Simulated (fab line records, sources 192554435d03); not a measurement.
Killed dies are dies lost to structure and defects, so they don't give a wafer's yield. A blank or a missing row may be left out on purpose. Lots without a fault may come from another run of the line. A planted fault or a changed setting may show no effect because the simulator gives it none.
One fault seen from 3 desks | flow n5_finfet | each desk has only its own numbers; what lay behind them comes last

THE DEFECT DESK
What the inspections along the route counted, lot by lot: means of the sampled wafers that have a number. A lot is out of limits, marked OUT, if its mean lies more than 4 standard deviations from the usual mean; the brackets give that distance.
Columns: A = raw_defect_count at N5_BEOL_M1_INSPECT_30, usual 382
lot  | first seen here | A
L571 | day 6 18:01     | 349
L574 | day 7 16:16     | 317
L578 | day 8 17:21     | 356
L582 | day 9 16:02     | 333
L584 | day 9 23:40     | 369
L591 | day 11 21:55    | 431
This desk's finding: nothing out of limits on any of the 6 lots.

THE TOOL OWNER'S DESK: rie_diel-01
The tool's own readings at N5_BEOL_M1_VIA_ETCH_34 (etches the open film in C4F6/O2, target depth 67.8 nm, time 64.4 s): means of the sampled wafers that have a number, for each lot that ran on this tool. A lot is out of limits, marked OUT, if its mean lies more than 4 standard deviations from the usual mean; the brackets give that distance.
Columns: A = C4F6_flow_sccm at N5_BEOL_M1_VIA_ETCH_34, usual 10.00 sccm; B = drypump_motor_current_A at N5_BEOL_M1_VIA_ETCH_34, usual 5.8 A; C = oes_ar_750_au at N5_BEOL_M1_VIA_ETCH_34, usual 0.83 a.u.; D = oes_product_au at N5_BEOL_M1_VIA_ETCH_34, usual 0.83 a.u.; E = rf_vpp_V at N5_BEOL_M1_VIA_ETCH_34, usual 661 V; F = showerhead_plenum_p_Torr at N5_BEOL_M1_VIA_ETCH_34, usual 2.84 Torr; G = throttle_valve_pct at N5_BEOL_M1_VIA_ETCH_34, usual 30.75 %
lot  | first seen here | A     | B   | C    | D    | E   | F    | G
L574 | day 8 09:55     | 10.00 | 6.0 | 0.87 | 0.88 | 659 | 2.88 | 30.71
L582 | day 9 18:35     | 10.02 | 5.6 | 0.90 | 0.81 | 657 | 2.83 | 30.73
L584 | day 10 06:16    | 9.99  | 5.6 | 0.80 | 0.77 | 663 | 2.79 | 30.93
L591 | day 13 08:30    | 10.00 | 5.8 | 0.86 | 0.86 | 655 | 2.85 | 30.68
This desk's finding: nothing out of limits on any of the 4 lots.

THE METROLOGY DESK
What the gauges read, lot by lot, whatever tool the lot ran on: means of the sampled wafers that have a number. A lot is out of limits, marked OUT, if its mean lies more than 4 standard deviations from the usual mean; the brackets give that distance. Of its 12 readings 7 are shown: those that lie furthest out on some lot.
Columns: A = cd_nm at N5_BEOL_M1_CD_MEAS_28, usual 23.98 nm; B = V0_OVL at N5_BEOL_M1_OVL_MEAS_29, usual -0.5 nm; C = IOFF_N at N5_BEOL_M4_RC_MEAS_101, usual 0.155 nA/um; D = ION_N at N5_BEOL_M4_RC_MEAS_101, usual 672 uA/um; E = SS_N at N5_BEOL_M4_RC_MEAS_101, usual 71.5 mV/dec; F = VT_N at N5_BEOL_M4_RC_MEAS_101, usual 249.9 mV; G = VT_P at N5_BEOL_M4_RC_MEAS_101, usual -249.8 mV
lot  | first seen here | A     | B    | C     | D   | E    | F     | G
L571 | day 6 17:55     | 24.18 | -1.6 | 0.151 | 671 | 71.4 | 251.6 | -248.4
L574 | day 7 16:10     | 23.74 | -0.2 | 0.148 | 665 | 71.2 | 250.2 | -251.9
L578 | day 8 17:16     | 24.14 | -0.0 | 0.153 | 671 | 71.0 | 249.5 | -251.5
L582 | day 9 15:56     | 23.96 | -0.9 | 0.152 | 672 | 71.5 | 248.2 | -245.7
L584 | day 9 23:35     | 24.09 | -1.8 | 0.135 | 657 | 71.5 | 253.2 | -251.3
L591 | day 11 21:49    | 23.92 | 0.1  | 0.165 | 673 | 72.3 | 249.6 | -248.8
This desk's finding: nothing out of limits on any of the 6 lots.

PUT TOGETHER
The defect desk saw nothing out of limits.
The tool owner's desk saw nothing out of limits.
The metrology desk saw nothing out of limits.

WHAT THE SIMULATOR HAD PUT IN
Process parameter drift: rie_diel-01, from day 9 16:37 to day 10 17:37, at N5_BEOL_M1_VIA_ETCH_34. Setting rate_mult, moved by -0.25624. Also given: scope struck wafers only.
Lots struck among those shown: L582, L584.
